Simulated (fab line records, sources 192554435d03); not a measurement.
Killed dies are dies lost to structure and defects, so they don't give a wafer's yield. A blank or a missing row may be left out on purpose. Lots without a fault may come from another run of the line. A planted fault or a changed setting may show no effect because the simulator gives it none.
fab line records | flow n5_finfet
record lots=24 wafers=72 last_day=18
route steps=1938 shown BEOL_M11@1579 BEOL_M12@1614 BEOL_M13@1660
lots that met no fault: from a run of the same line without faults
start_h: hours from the record's first day to the start of the lot's first wafer shown | wait_h: hours since the lot's step before | " the same as in the row above | L1.1+2: a row that stands for several wafers | - no value, or no start given | * or withheld: withheld | < > ~ a bound
route shown NAME@n: a module of which the file shows steps, and the number in the route of the first | usual: mean/standard deviation of fault-free wafers | same: alike in all rows | chamber/n: place in a boat | sites: the reading at each site | _std_site: their standard deviation | _edge_site: outer sites' mean less inner sites' | radius_mm: how far each site lies from the wafer's centre | mask NAME#n: copy n | behind: the tool/chamber that last shaped the wafer | hold: why the lot was held/for how many hours/how that ended | device: the transistor (n, p or np) that didn't switch | end of line: the same wafers' tests at the end of the route | a step without rows: its recipe alone | killed: dies lost to structure and defects at the first sort, not the wafer's yield | map: a wafer's dies, x killed, . not, _ none there
set.NAME: the setting as run; set.NAME@STEP: as run at that earlier step | model.NAME: the simulator's own value behind a step, which no gauge read
steps of the route over a sample of lots; a table a step, a row a wafer
services: from which hour (start_h, from the record's first day; less than 0 if before it) a tool's chamber was out of use, for how many hours, and why
## steps
# step N5_BEOL_M11_ETCH_41
# recipe chemistry=CH3F/O2 target=SiCN target_depth_a=426 taper_deg=2 time_s=86 ion_energy_ev=120 mask_material=TiN pressure_mtorr=30 source_w=395 bias_w=75 Ar_flow_sccm=150 CH3F_flow_sccm=30 O2_flow_sccm=20
# usual chamber_pressure_mTorr=30.000/0.028 drypump_motor_current_A=5.7/0.45 oes_product_au=0.74/0.071 rf_vpp_V=297.2/1.7 showerhead_plenum_p_Torr=2.00/0.072 throttle_valve_pct=16.41/0.19
# columns lot.wafer tool chamber start_h wait_h chamber_pressure_mTorr drypump_motor_current_A oes_product_au rf_hours_counter_h rf_vpp_V showerhead_plenum_p_Torr throttle_valve_pct
L074.2 rie_diel-02 0 - - 30.001 5.7 0.73 177 296.6 1.99 16.26
L074.3 " 1 " " 29.954 6.1 0.71 202 298.3 2.07 16.41
L074.4 " 2 " " 29.964 5.0 0.73 198 296.2 1.98 16.22
L075.1 rie_diel-02 0 - - 30.009 5.7 0.73 179 297.3 1.99 16.24
L075.3 " 3 " " 30.004 5.9 0.68 214 295.5 1.90 16.43
L075.5 " 3 " " 29.984 5.9 0.69 - 295.2 1.90 16.42
L076.1 rie_diel-01 1 - - 29.968 6.5 0.86 59 297.7 2.02 16.11
L076.2 " 0 " " 29.984 6.0 0.76 166 292.4 1.91 16.52
L076.5 " 3 " " 30.047 5.0 0.70 - 295.4 1.91 16.42
L078.3 rie_diel-05 1 - - 29.991 5.7 0.71 195 294.6 1.91 16.78
L078.5 " 3 " " 30.009 5.6 0.69 - 299.0 2.06 16.48
L078.6 " 0 " " 30.002 5.9 0.82 - 299.2 2.10 16.38
L077.1 rie_diel-01 1 - - 30.029 6.5 0.85 62 299.1 2.02 16.13
L077.2 " 3 " " 29.983 5.0 0.70 216 295.5 1.91 16.42
L077.3 " 0 " " 29.968 6.0 0.76 170 295.4 1.91 16.54
L080.2 rie_diel-01 3 - - 30.019 5.0 0.70 219 293.3 1.91 16.43
L080.4 " 1 " " 30.029 6.5 0.85 66 297.1 2.01 16.13
L080.5 " 2 " " 30.013 5.9 0.71 - 297.6 2.07 16.61
L079.1 rie_diel-02 2 - - 29.978 5.0 0.72 211 298.1 1.97 16.26
L079.4 " 0 " " 29.979 5.7 0.72 190 298.5 1.99 16.25
L079.6 " 1 " " 29.996 6.2 0.70 - 298.3 2.07 16.45
L081.1 rie_diel-05 0 - - 29.983 5.9 0.81 100 299.7 2.10 16.38
L081.2 " 1 " " 29.979 5.7 0.70 200 295.8 1.91 16.79
L081.3 " 3 " " 30.045 5.6 0.69 244 299.4 2.06 16.48
L083.2 rie_diel-05 3 - - 30.012 5.6 0.69 247 298.0 2.06 16.49
L083.5 " 1 " " 29.978 5.7 0.69 - 296.1 1.91 16.81
L083.6 " 0 " " 30.005 5.9 0.81 - 297.8 2.10 16.41
L082.1 rie_diel-02 1 - - 30.020 6.2 0.69 220 299.4 2.07 16.43
L082.3 " 2 " " 29.970 4.9 0.71 217 297.4 1.97 16.26
L082.6 " 2 " " 30.035 5.0 0.71 - 295.8 1.97 16.26
L086.1 rie_diel-02 2 - - 30.029 4.9 0.71 221 297.5 1.97 16.27
L086.3 " 0 " " 29.988 5.7 0.71 199 296.5 1.98 16.29
L086.4 " 3 " " 30.025 5.9 0.67 235 295.5 1.89 16.46
L084.3 rie_diel-05 2 - - 29.993 5.6 0.68 247 298.1 2.06 16.50
L084.5 " 0 " " 30.002 5.8 0.81 - 298.8 2.10 16.41
L084.6 " 1 " " 29.983 5.7 0.69 - 295.2 1.91 16.80
L087.2 rie_diel-01 0 - - 29.991 6.0 0.74 186 296.8 1.91 16.55
L087.3 " 1 " " 30.009 6.5 0.84 78 298.3 2.01 16.16
L087.4 " 3 " " 30.014 5.0 0.69 231 295.5 1.90 16.45
L085.1 rie_diel-01 3 - - 29.944 5.0 0.69 232 295.7 1.90 16.44
L085.2 " 2 " " 30.030 6.0 0.70 222 299.2 2.06 16.61
L085.5 " 1 " " 30.044 6.5 0.84 - 298.4 2.01 16.16
L088.2 rie_diel-05 3 - - 30.023 5.6 0.96 1 297.5 2.06 16.02
L088.5 " 2 " " 30.007 5.6 0.69 - 298.7 2.06 16.50
L088.6 " 3 " " 30.037 5.6 0.96 - 299.1 2.06 16.02
L090.1 rie_diel-02 1 - - 30.004 6.2 0.70 232 299.7 2.06 16.46
L090.2 " 0 " " 29.998 5.7 0.71 206 297.3 1.98 16.30
L090.3 " 2 " " 29.955 4.9 0.71 229 297.3 1.97 16.29
L089.2 rie_diel-01 2 - - 30.009 6.0 0.69 229 297.9 2.06 16.64
L089.3 " 3 " " 30.029 5.0 0.69 238 293.8 1.90 16.46
L089.6 " 3 " " 29.959 5.0 0.69 - 294.2 1.90 16.47
L091.2 rie_diel-02 1 - - 30.026 6.2 0.69 233 297.1 2.06 16.46
L091.4 " 2 " " 30.006 4.9 0.70 230 297.8 1.97 16.28
L091.5 " 3 " " 29.986 5.9 0.66 - 294.5 1.89 16.49
L092.1 rie_diel-02 0 - - 29.958 5.7 0.69 211 297.8 1.98 16.31
L092.4 " 3 " " 30.064 5.9 0.66 248 296.1 1.89 16.49
L092.6 " 2 " " 29.962 4.9 0.70 - 296.1 1.96 16.28
L095.2 rie_diel-05 3 - - 29.965 5.6 0.90 17 297.8 2.05 16.05
L095.3 " 2 " " 29.986 5.6 0.92 7 298.2 2.06 16.03
L095.5 " 3 " " 30.039 5.6 0.90 - 298.0 2.05 16.04
L093.1 rie_diel-02 0 - - 29.941 5.7 0.70 214 296.8 1.98 16.31
L093.3 " 1 " " 30.014 6.2 0.68 240 298.7 2.06 16.48
L093.5 " 1 " " 30.025 6.2 0.69 - 298.2 2.06 16.47
L097.2 rie_diel-01 0 - - 29.991 6.0 0.73 205 294.8 1.90 16.61
L097.3 " 2 " " 29.987 6.0 0.68 239 297.3 2.06 16.66
L097.6 " 0 " " 29.966 6.0 0.73 - 294.0 1.90 16.60
L094.1 rie_diel-05 2 - - 29.961 5.6 0.91 9 297.3 2.06 16.02
L094.2 " 1 " " 29.953 5.7 0.68 227 295.1 1.90 16.84
L094.5 " 0 " " 29.963 5.8 0.78 - 298.4 2.09 16.44
L096.2 rie_diel-02 1 - - 29.999 6.2 0.70 246 298.5 2.06 16.50
L096.4 " 2 " " 29.996 4.9 0.70 245 297.4 1.96 16.31
L096.6 " 1 " " 30.027 6.2 0.69 - 299.1 2.06 16.51
# step N5_BEOL_M11_PRE_CLEAN_45
# recipe gas=H2/He time_s=30 temp_c=250
# usual heater_power_w=335/44
# columns lot.wafer tool chamber start_h wait_h heater_power_w
L074.2 pvd_sputter-02 - 222.57 0.0 321
L074.3 " - " " 394
L074.4 " - " " 330
L075.1 pvd_sputter-03 - 230.58 0.0 397
L075.3 " - " " 267
L075.5 " - " " 390
L076.1 pvd_sputter-01 - 236.93 0.0 320
L076.2 " - " " 326
L076.5 " - " " 319
L078.3 pvd_sputter-03 - 252.08 0.0 273
L078.5 " - " " 326
L078.6 " - " " 266
L077.1 pvd_sputter-03 - 252.56 0.0 401
L077.2 " - " " 366
L077.3 " - " " 324
L080.2 pvd_sputter-01 - 264.23 0.0 395
L080.4 " - " " 287
L080.5 " - " " 394
L079.1 pvd_sputter-03 - 268.84 0.0 371
L079.4 " - " " 387
L079.6 " - " " 324
L081.1 pvd_sputter-01 - 272.64 0.0 387
L081.2 " - " " 279
L081.3 " - " " 316
L082.1 pvd_sputter-02 - 286.62 0.0 326
L082.3 " - " " 318
L082.6 " - " " 399
L083.2 pvd_sputter-02 - 287.36 0.0 278
L083.5 " - " " 317
L083.6 " - " " 285
L086.1 pvd_sputter-03 - 300.64 0.0 366
L086.3 " - " " 276
L086.4 " - " " 393
L084.3 pvd_sputter-03 - 300.72 0.0 388
L084.5 " - " " 331
L084.6 " - " " 275
L087.2 pvd_sputter-01 - 303.34 0.0 388
L087.3 " - " " 316
L087.4 " - " " 288
L085.1 pvd_sputter-02 - 309.14 0.0 319
L085.2 " - " " 285
L085.5 " - " " 325
L088.2 pvd_sputter-03 - 310.34 0.0 317
L088.5 " - " " 389
L088.6 " - " " 327
L090.1 pvd_sputter-01 - 329.53 0.0 282
L090.2 " - " " 317
L090.3 " - " " 396
L089.2 pvd_sputter-03 - 329.79 0.0 329
L089.3 " - " " 369
L089.6 " - " " 326
L091.2 pvd_sputter-01 - 332.41 0.0 316
L091.4 " - " " 318
L091.5 " - " " 399
L092.1 pvd_sputter-03 - 344.55 0.0 386
L092.4 " - " " 373
L092.6 " - " " 274
L095.2 pvd_sputter-03 - 355.63 0.0 391
L095.3 " - " " 372
L095.5 " - " " 330
L093.1 pvd_sputter-03 - 355.75 0.0 393
L093.3 " - " " 329
L093.5 " - " " 375
L097.2 pvd_sputter-03 - 365.09 0.0 370
L097.3 " - " " 275
L097.6 " - " " 325
L094.1 pvd_sputter-03 - 365.35 0.0 367
L094.2 " - " " 269
L094.5 " - " " 273
L096.2 pvd_sputter-01 - 376.23 0.0 319
L096.4 " - " " 394
L096.6 " - " " 284
# step N5_BEOL_M11_SURFACE_TREAT_76
# recipe gas=Ar time_s=* ion_energy_ev=* ion_current_ma_cm2=0.5 pressure_mtorr=* ar_flow_sccm=30
# usual throttle_valve_pct=*
# columns lot.wafer tool chamber start_h wait_h throttle_valve_pct
L074.2 pvd_sputter-02 - 223.09 0.3 *
L074.3 " - " " *
L074.4 " - " " *
L075.1 pvd_sputter-02 - 231.46 0.7 *
L075.3 " - " " *
L075.5 " - " " *
L076.1 pvd_sputter-01 - 237.39 0.2 *
L076.2 " - " " *
L076.5 " - " " *
L078.3 pvd_sputter-03 - 252.48 0.2 *
L078.5 " - " " *
L078.6 " - " " *
L077.1 pvd_sputter-03 - 253.31 0.5 *
L077.2 " - " " *
L077.3 " - " " *
L080.2 pvd_sputter-03 - 264.61 0.2 *
L080.4 " - " " *
L080.5 " - " " *
L079.1 pvd_sputter-03 - 269.20 0.2 *
L079.4 " - " " *
L079.6 " - " " *
L081.1 pvd_sputter-01 - 274.83 1.9 *
L081.2 " - " " *
L081.3 " - " " *
L082.1 pvd_sputter-02 - 287.02 0.2 *
L082.3 " - " " *
L082.6 " - " " *
L083.2 pvd_sputter-01 - 287.75 0.2 *
L083.5 " - " " *
L083.6 " - " " *
L086.1 pvd_sputter-03 - 301.04 0.2 *
L086.3 " - " " *
L086.4 " - " " *
L084.3 pvd_sputter-03 - 301.16 0.2 *
L084.5 " - " " *
L084.6 " - " " *
L087.2 pvd_sputter-01 - 303.94 0.2 *
L087.3 " - " " *
L087.4 " - " " *
L085.1 pvd_sputter-03 - 309.62 0.3 *
L085.2 " - " " *
L085.5 " - " " *
L088.2 pvd_sputter-01 - 313.19 2.7 *
L088.5 " - " " *
L088.6 " - " " *
L090.1 pvd_sputter-01 - 329.95 0.2 *
L090.2 " - " " *
L090.3 " - " " *
L089.2 pvd_sputter-03 - 330.19 0.2 *
L089.3 " - " " *
L089.6 " - " " *
L091.2 pvd_sputter-03 - 332.82 0.2 *
L091.4 " - " " *
L091.5 " - " " *
L092.1 pvd_sputter-03 - 344.99 0.2 *
L092.4 " - " " *
L092.6 " - " " *
L095.2 pvd_sputter-01 - 356.25 0.4 *
L095.3 " - " " *
L095.5 " - " " *
L093.1 pvd_sputter-01 - 356.33 0.2 *
L093.3 " - " " *
L093.5 " - " " *
L097.2 pvd_sputter-03 - 365.73 0.2 *
L097.3 " - " " *
L097.6 " - " " *
L094.1 pvd_sputter-03 - 365.97 0.2 *
L094.2 " - " " *
L094.5 " - " " *
L096.2 pvd_sputter-03 - 376.60 0.2 *
L096.4 " - " " *
L096.6 " - " " *
# step N5_BEOL_M12_INSPECT_12
# recipe mode=adi inspect_instrument=macro
# usual raw_defect_count=2.1/1.5
# columns lot.wafer tool chamber start_h wait_h raw_defect_count
L074.2 defect_inspect-02 - 225.45 0.0 1
L074.3 " - " " 1
L074.4 " - " " 2
L075.1 defect_inspect-02 - 233.17 0.0 4
L075.3 " - " " 1
L075.5 " - " " 2
L076.1 defect_inspect-02 - 239.58 0.0 2
L076.2 " - " " 3
L076.5 " - " " 5
L078.3 defect_inspect-01 - 254.43 0.0 0
L078.5 " - " " 3
L078.6 " - " " 1
L077.1 defect_inspect-02 - 255.34 0.0 5
L077.2 " - " " 4
L077.3 " - " " 1
L080.2 defect_inspect-01 - 266.39 0.0 5
L080.4 " - " " 1
L080.5 " - " " 6
L079.1 defect_inspect-02 - 271.35 0.0 2
L079.4 " - " " 0
L079.6 " - " " 1
L081.1 defect_inspect-01 - 276.70 0.0 1
L081.2 " - " " 3
L081.3 " - " " 6
L082.1 defect_inspect-02 - 289.17 0.0 3
L082.3 " - " " 2
L082.6 " - " " 0
L083.2 defect_inspect-01 - 289.69 0.0 1
L083.5 " - " " 2
L083.6 " - " " 1
L086.1 defect_inspect-01 - 302.82 0.0 1
L086.3 " - " " 3
L086.4 " - " " 1
L084.3 defect_inspect-02 - 303.08 0.0 2
L084.5 " - " " 3
L084.6 " - " " 2
L087.2 defect_inspect-02 - 306.36 0.0 2
L087.3 " - " " 3
L087.4 " - " " 5
L085.1 defect_inspect-01 - 311.69 0.0 3
L085.2 " - " " 0
L085.5 " - " " 4
L088.2 defect_inspect-01 - 315.21 0.0 2
L088.5 " - " " 5
L088.6 " - " " 1
L090.1 defect_inspect-02 - 332.03 0.0 0
L090.2 " - " " 1
L090.3 " - " " 1
L089.2 defect_inspect-02 - 332.30 0.0 3
L089.3 " - " " 2
L089.6 " - " " 1
L091.2 defect_inspect-01 - 334.85 0.0 3
L091.4 " - " " 1
L091.5 " - " " 4
L092.1 defect_inspect-02 - 346.98 0.0 0
L092.4 " - " " 1
L092.6 " - " " 2
L095.2 defect_inspect-01 - 358.34 0.0 3
L095.3 " - " " 2
L095.5 " - " " 3
L093.1 defect_inspect-02 - 358.43 0.0 2
L093.3 " - " " 1
L093.5 " - " " 1
L097.2 defect_inspect-02 - 369.39 0.0 1
L097.3 " - " " 1
L097.6 " - " " 5
L094.1 defect_inspect-02 - 369.77 0.0 5
L094.2 " - " " 1
L094.5 " - " " 3
L096.2 defect_inspect-02 - 378.41 0.0 4
L096.4 " - " " 3
L096.6 " - " " 1
# step N5_BEOL_M12_CMP_49
# recipe stop_on=SiOC t_overpolish_s=20.6 down_force_psi=1 platen_rpm=50 clearing_platen_down_force_psi=1.5 clearing_platen_rpm=50 post_cmp_clean=cu_alkaline target_thk_nm=320 clearing_platen_pad_velocity_m_s=0.99484 pad_velocity_m_s=0.99484
# usual barrier_field_endpoint_s=30.1/0.78 edge_zone_pressure_frac=1.000/0.0053 head_pressure_psi=0.9999/0.0023 motor_current_A=5.9/0.76 overpolish_run_s=20.599/0.0097 pad_life_wafers=972/540 slurry_filter_dp_kPa=13.51/0.14
# columns lot.wafer tool chamber start_h wait_h barrier_field_endpoint_s edge_zone_pressure_frac head_pressure_psi motor_current_A overpolish_run_s pad_life_wafers slurry_filter_dp_kPa
L074.3 cmp-02 3 231.70 0.2 28.6 0.992 1.0011 6.0 20.596 750 13.25
L074.2 " 0 " " 29.5 1.002 1.0022 5.5 20.590 751 13.47
L074.4 " 1 " " 28.7 1.001 1.0008 6.3 20.601 752 13.63
L075.3 cmp-04 0 238.42 0.2 30.8 1.002 1.0029 5.4 20.600 2172 13.37
L075.1 " 2 " " 29.5 1.004 0.9992 6.7 20.588 2174 13.67
L075.5 " 0 " " 30.5 1.004 0.9976 5.4 20.601 - 13.45
L076.2 cmp-01 0 246.41 0.2 28.7 1.003 0.9952 5.0 20.611 192 13.52
L076.1 " 2 " " 29.7 0.998 0.9990 5.3 20.598 194 13.18
L076.5 " 0 " " 30.1 0.998 0.9975 5.0 20.591 - 13.43
L078.3 cmp-04 3 257.89 0.2 30.6 0.998 0.9986 4.7 20.603 109 13.48
L078.6 " 2 " " 31.0 1.000 1.0011 6.5 20.590 - 13.67
L078.5 " 3 " " 30.0 1.011 1.0009 4.5 20.601 - 13.60
L077.3 cmp-02 0 261.53 0.2 29.2 0.988 1.0046 5.0 20.590 966 13.60
L077.2 " 1 " " 29.1 1.003 0.9999 6.0 20.599 967 13.34
L077.1 " 3 " " 29.4 1.005 1.0009 6.1 20.613 969 13.52
L080.2 cmp-02 2 270.16 0.2 29.2 1.002 0.9986 6.0 20.610 1026 13.36
L080.4 " 0 " " 29.9 0.997 0.9974 5.3 20.603 1028 13.82
L080.5 " 2 " " 29.3 1.004 0.9973 6.0 20.598 - 13.67
L079.4 cmp-04 2 275.71 0.1 30.7 1.003 1.0009 6.8 20.587 240 13.75
L079.1 " 0 " " 31.1 0.998 1.0018 5.6 20.610 242 13.41
L079.6 " 3 " " 30.6 1.001 0.9992 4.8 20.601 - 13.47
L081.3 cmp-04 0 279.59 0.2 29.6 0.998 0.9966 5.6 20.579 270 13.70
L081.2 " 1 " " 29.6 0.996 1.0001 6.8 20.593 271 13.68
L081.1 " 3 " " 30.1 1.004 1.0037 4.6 20.594 273 13.53
L082.1 cmp-04 1 295.34 0.3 29.6 0.988 0.9980 7.0 20.603 386 13.46
L082.3 " 2 " " 29.1 1.000 1.0010 6.7 20.598 387 13.58
L082.6 " 0 " " 30.6 1.003 1.0036 5.7 20.593 - 13.76
L083.2 cmp-04 1 295.61 0.3 29.5 1.014 1.0005 6.8 20.586 392 13.52
L083.6 " 3 " " 29.0 1.000 0.9975 4.6 20.579 - 13.57
L083.5 " 0 " " 31.0 0.997 0.9971 5.6 20.601 - 13.56
L084.3 cmp-01 3 309.50 0.2 31.1 0.997 1.0023 6.7 20.603 745 13.28
L084.6 " 2 " " 30.1 0.997 1.0010 5.4 20.594 - 13.76
L084.5 " 3 " " 30.3 0.998 0.9939 7.0 20.605 - 13.34
L086.3 cmp-02 3 309.78 0.2 29.3 1.003 0.9995 6.2 20.606 1380 13.57
L086.4 " 0 " " 29.6 1.006 1.0002 5.5 20.580 1381 13.50
L086.1 " 2 " " 29.1 0.995 1.0000 6.0 20.605 1383 13.66
L087.3 cmp-04 2 310.95 0.2 30.2 1.014 0.9989 6.5 20.607 534 13.48
L087.4 " 0 " " 30.5 1.002 0.9999 5.3 20.623 536 13.46
L087.2 " 1 " " 29.8 0.990 1.0020 6.7 20.609 537 13.62
L085.2 cmp-02 3 315.00 0.2 28.9 1.001 1.0009 6.2 20.605 1417 13.50
L085.1 " 1 " " 29.8 0.991 0.9989 6.3 20.604 1419 13.35
L085.5 " 2 " " 28.9 1.006 1.0037 6.1 20.615 - 13.43
L088.2 cmp-01 0 324.05 0.2 29.7 0.992 1.0017 5.0 20.592 858 13.47
L088.6 " 0 " " 29.0 0.995 0.9982 5.1 20.592 - 13.74
L088.5 " 1 " " 30.2 1.003 0.9979 6.8 20.594 - 13.66
L090.3 cmp-04 0 338.80 0.2 29.2 0.992 1.0000 5.6 20.593 774 13.44
L090.2 " 1 " " 29.1 0.995 0.9962 7.1 20.599 775 13.58
L090.1 " 3 " " 29.4 1.005 1.0033 4.5 20.601 777 13.35
L089.3 cmp-02 1 339.25 0.2 31.4 0.994 0.9984 6.2 20.611 1662 13.33
L089.2 " 2 " " 29.9 1.000 0.9994 6.2 20.593 1663 13.70
L089.6 " 2 " " 30.4 0.999 0.9993 6.3 20.579 - 13.50
L091.4 cmp-02 1 339.61 0.2 30.2 0.999 0.9965 5.9 20.601 1670 13.25
L091.2 " 2 " " 30.2 0.996 1.0002 6.0 20.599 1671 13.48
L091.5 " 3 " " 29.8 1.003 1.0010 6.2 20.597 - 13.35
L092.4 cmp-02 0 351.95 0.2 30.7 1.010 1.0021 5.4 20.623 1765 13.64
L092.1 " 2 " " 29.9 0.994 0.9976 5.9 20.596 1767 13.36
L092.6 " 3 " " 30.1 0.999 0.9986 5.9 20.597 - 13.40
L093.1 cmp-01 3 370.27 0.3 32.0 0.995 0.9988 6.3 20.599 1254 13.33
L093.3 " 2 " " 31.1 1.003 1.0000 5.4 20.606 1257 13.58
L093.5 " 3 " " 31.3 1.003 0.9967 6.4 20.585 - 13.43
L095.3 cmp-01 2 371.59 0.2 30.9 1.006 0.9986 5.5 20.602 1267 13.54
L095.2 " 3 " " 31.7 1.000 1.0009 7.0 20.618 1268 13.37
L095.5 " 1 " " 31.0 1.000 1.0011 6.7 20.604 - 13.69
L094.2 cmp-01 2 374.99 0.2 31.0 1.000 1.0037 5.6 20.602 1290 13.47
L094.1 " 0 " " 30.7 0.996 1.0033 5.1 20.601 1292 13.51
L094.5 " 3 " " 31.5 1.009 0.9983 6.9 20.587 - 13.29
L097.2 cmp-04 0 375.32 0.2 31.4 0.998 1.0019 5.4 20.605 1050 13.52
L097.3 " 1 " " 31.3 1.001 1.0006 6.9 20.598 1051 13.35
L097.6 " 1 " " 30.5 1.001 0.9972 6.6 20.610 - 13.38
L096.2 cmp-04 1 385.60 0.5 30.1 1.006 0.9973 7.1 20.594 1142 13.53
L096.4 " 2 " " 30.3 1.003 1.0035 6.6 20.581 1143 13.41
L096.6 " 3 " " 30.6 0.996 0.9978 4.7 20.619 - 13.49
# step N5_BEOL_M13_THK_MEAS_01
# recipe reads=SiOC_of_BEOL_M13_ILD_DEP_00
# usual M13_ILD_THK=836/11
# columns lot.wafer tool chamber start_h wait_h M13_ILD_THK[nm]
L074.2 film_metro-02 - 232.34 0.1 831
L074.3 " - " " 837
L074.4 " - " " 850
L075.1 film_metro-02 - 239.05 0.1 825
L075.3 " - " " 815
L075.5 " - " " 824
L076.1 film_metro-02 - 247.04 0.1 815
L076.2 " - " " 812
L076.5 " - " " 822
L078.3 film_metro-02 - 258.52 0.1 831
L078.5 " - " " 847
L078.6 " - " " 854
L077.1 film_metro-01 - 262.19 0.1 830
L077.2 " - " " 838
L077.3 " - " " 836
L080.2 film_metro-02 - 270.79 0.1 835
L080.4 " - " " 841
L080.5 " - " " 834
L079.1 film_metro-01 - 276.34 0.1 845
L079.4 " - " " 858
L079.6 " - " " 837
L081.1 film_metro-01 - 280.22 0.1 825
L081.2 " - " " 842
L081.3 " - " " 831
L082.1 film_metro-02 - 295.89 0.1 812
L082.3 " - " " 831
L082.6 " - " " 836
L083.2 film_metro-02 - 296.17 0.1 816
L083.5 " - " " 833
L083.6 " - " " 845
L084.3 film_metro-02 - 310.10 0.1 826
L084.5 " - " " 853
L084.6 " - " " 848
L086.1 film_metro-02 - 310.42 0.1 811
L086.3 " - " " 822
L086.4 " - " " 835
L087.2 film_metro-01 - 311.59 0.1 823
L087.3 " - " " 840
L087.4 " - " " 843
L085.1 film_metro-01 - 315.59 0.1 821
L085.2 " - " " 827
L085.5 " - " " 844
L088.2 film_metro-01 - 324.69 0.1 827
L088.5 " - " " 837
L088.6 " - " " 836
L090.1 film_metro-02 - 339.49 0.2 825
L090.2 " - " " 824
L090.3 " - " " 833
L089.2 film_metro-01 - 339.94 0.2 838
L089.3 " - " " 849
L089.6 " - " " 848
L091.2 film_metro-02 - 340.21 0.1 842
L091.4 " - " " 858
L091.5 " - " " 834
L092.1 film_metro-02 - 352.60 0.2 832
L092.4 " - " " 849
L092.6 " - " " 838
L093.1 film_metro-02 - 370.90 0.1 837
L093.3 " - " " 833
L093.5 " - " " 839
L095.2 film_metro-01 - 372.19 0.1 827
L095.3 " - " " 831
L095.5 " - " " 842
L094.1 film_metro-01 - 375.62 0.1 839
L094.2 " - " " 829
L094.5 " - " " 844
L097.2 film_metro-01 - 375.95 0.1 837
L097.3 " - " " 831
L097.6 " - " " 843
L096.2 film_metro-02 - 386.16 0.1 826
L096.4 " - " " 832
L096.6 " - " " 852
## services
# columns tool chamber start_h hours kind
cmp-02 - 199.17 2.7 repair
cmp-01 - 224.07 4.0 pm
cmp-04 - 233.51 0.4 repair
cmp-04 - 239.57 4.0 pm
cmp-04 - 243.57 - consumable_replace:conditioner
cmp-04 - 243.57 - consumable_replace:pad
cmp-02 - 243.57 6.4 pm
pvd_sputter-01 - 265.37 5.6 repair
cmp-04 - 265.77 0.9 repair
cmp-02 - 280.02 0.6 repair
cmp-01 - 319.03 0.4 repair
cmp-02 - 320.82 2.2 repair
cmp-02 - 330.30 0.2 repair
cmp-01 - 350.53 1.4 repair
pvd_sputter-02 - 350.92 15.4 repair
rie_diel-02 3 351.18 - clean
rie_diel-02 3 351.18 - consumable_replace:focus_ring
rie_diel-02 3 351.18 - consumable_replace:showerhead
cmp-02 - 358.86 1.4 repair
pvd_sputter-01 - 363.81 5.6 repair
cmp-02 - 363.82 4.3 repair
rie_diel-05 0 365.70 8.6 repair
pvd_sputter-02 - 366.68 18.9 repair
cmp-02 - 385.01 8.1 pm
## key
fault none
